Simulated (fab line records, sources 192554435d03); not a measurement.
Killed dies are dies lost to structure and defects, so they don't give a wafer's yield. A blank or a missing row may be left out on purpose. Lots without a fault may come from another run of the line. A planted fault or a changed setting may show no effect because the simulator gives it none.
A struck lot beside a sound one | flow n5_finfet | 18 steps out of a route of 1938
Sound: wafers L500.1, L500.4, L500.5. Struck: wafer L510.1. (L510.3 of the same lot was not struck and is left out.) The cause comes at the end.
At each step with rows: each side's tool, then ch and its chambers, then its first start. Under that, the readings that differ: sound wafers | struck wafers | difference of the means | sigmas: that difference in standard deviations of wafers without a fault.
alike: readings whose means differ by less than 2 such deviations, and words and numbers that are the same on both sides. not compared: withheld readings, readings that some wafer has no value for, bounds like >300 that may hide the same value, and numbers for which the record gives no deviation and whose values overlap.
The two part at a step that has a row with sigmas, a row that says differs or no value, or rows on one side only. Numbers that don't overlap but have no deviation are shown without sigmas and don't part them. A reading that every wafer of one side lacks parts them only if that side has two wafers or more.

first, 2 steps without rows for these wafers: N5_BEOL_M2_ANNEAL_82 (time 240 s); N5_BEOL_M2_SPUTTER_86 (material Cu, target thk 4.5 nm, time 8.29 s).
N5_BEOL_M2_ANNEAL_87: time 240 s.
  sound on pvd_sputter-02, day 9 10:56; struck on pvd_sputter-01, day 11 08:02
  alike: heater_power_w
then, 1 step without rows for these wafers: N5_BEOL_M2_SPUTTER_88 (material Cu, target thk 4.5 nm, time 8.29 s).
N5_BEOL_M2_ANNEAL_89: time 240 s.
  sound on pvd_sputter-02, day 9 11:10; struck on pvd_sputter-01, day 11 08:15
  alike: heater_power_w
then, 1 step without rows for these wafers: N5_BEOL_M2_SPUTTER_90 (material Cu, target thk 4.5 nm, time 8.29 s).
N5_BEOL_M2_ANNEAL_91: time 240 s.
  sound on pvd_sputter-02, day 9 11:23; struck on pvd_sputter-01, day 11 08:28
  alike: heater_power_w
then, 1 step without rows for these wafers: N5_BEOL_M2_SPUTTER_92 (material Cu, target thk 4.5 nm, time 8.29 s).
N5_BEOL_M2_ANNEAL_93: time 240 s.
  sound on pvd_sputter-02, day 9 11:36; struck on pvd_sputter-01, day 11 08:41
  alike: heater_power_w
then, 3 steps without rows for these wafers: N5_BEOL_M2_SPUTTER_94 (material Cu, target thk 4.5 nm, time 8.29 s); N5_BEOL_M2_ANNEAL_95 (time 240 s); N5_BEOL_M2_SPUTTER_96 (material Cu, target thk 4.5 nm, time 8.29 s).
N5_BEOL_M2_ECD_50: material Cu, target thk 300 nm.
  sound on ecd_cu-02 ch 0,1, day 9 12:04; struck on ecd_cu-01 ch 1, day 11 09:10
  reading                                | sound             | struck | difference | sigmas
  model.Cu_of_BEOL_M2_ECD_50.thk_nm (nm) | 299.2 298.6 298.8 | 102.6  | -196.3     |
N5_BEOL_M2_ANNEAL_51: time 90 s.
  sound on rtp_anneal-01 ch 0, day 9 12:09; struck on rtp_anneal-02 ch 0, day 11 09:14
  alike: anneal_temp_c_max, wafer_temp_C_max
N5_BEOL_M2_CMP_52: polishes, stops on SiOC, t overpolish 6.8 s, target thk 40 nm.
  sound on cmp-01 ch 0,1, day 9 12:27; struck on cmp-01 ch 1, day 11 10:05
  reading                | sound    | struck | difference | sigmas
  time_to_endpoint_s (s) | 62 62 63 | 25     | -37        | -12
  alike: motor_current_A
N5_BEOL_M2_THK_MEAS_53: measures by xrf.
  sound on film_metro-01, day 9 12:44; struck on film_metro-02, day 11 10:20
  alike: M2_THK
-- the record jumps here: 2 days lie between the struck wafers' starts before and after (it left off in module BEOL_M2 and takes up again in module BEOL_M4, whose first step shown is number 1111 of the route) --
N5_BEOL_M4_RC_MEAS_101:
  sound on prober-01 ch 0, day 10 17:26; struck on prober-01 ch 0, day 13 11:26
  reading        | sound             | struck | difference | sigmas
  DIBL_N (mV/V)  | 37.9 39.0 37.3    | 35.0   | -3.1       | -3
  DIBL_P (mV/V)  | 38.0 39.8 38.7    | 33.5   | -5.3       | -3
  IOFF_N (nA/um) | 0.196 0.228 0.184 | 0.128  | -0.075     | -3
  IOFF_P (nA/um) | 0.239 0.266 0.236 | 0.166  | -0.081     | -3
  ION_N (uA/um)  | 686 700 672       | 667    | -19        | -2
  ION_P (uA/um)  | 467 476 463       | 454    | -15        | -2
  SS_P (mV/dec)  | 73.5 74.6 73.2    | 72.3   | -1.5       | -3
  VT_N (mV)      | 245.9 245.5 248.7 | 254.6  | +7.9       | +3
  VT_P (mV)      | -249 -249 -246    | -254   | -6         | -2
  alike: SS_N
-- the record jumps here: 5 days lie between the struck wafers' starts before and after (it left off in module BEOL_M4 and takes up again in module PASSIVATION, whose first step shown is number 1936 of the route) --
N5_PASSIVATION_PROBE_49:
  the record has rows for the struck wafers here (prober-02, day 18 01:51) and none for the sound ones

WHERE THEY PART
First at N5_BEOL_M2_CMP_52; last, within this record, at N5_PASSIVATION_PROBE_49.

WHY: what the simulator had put in
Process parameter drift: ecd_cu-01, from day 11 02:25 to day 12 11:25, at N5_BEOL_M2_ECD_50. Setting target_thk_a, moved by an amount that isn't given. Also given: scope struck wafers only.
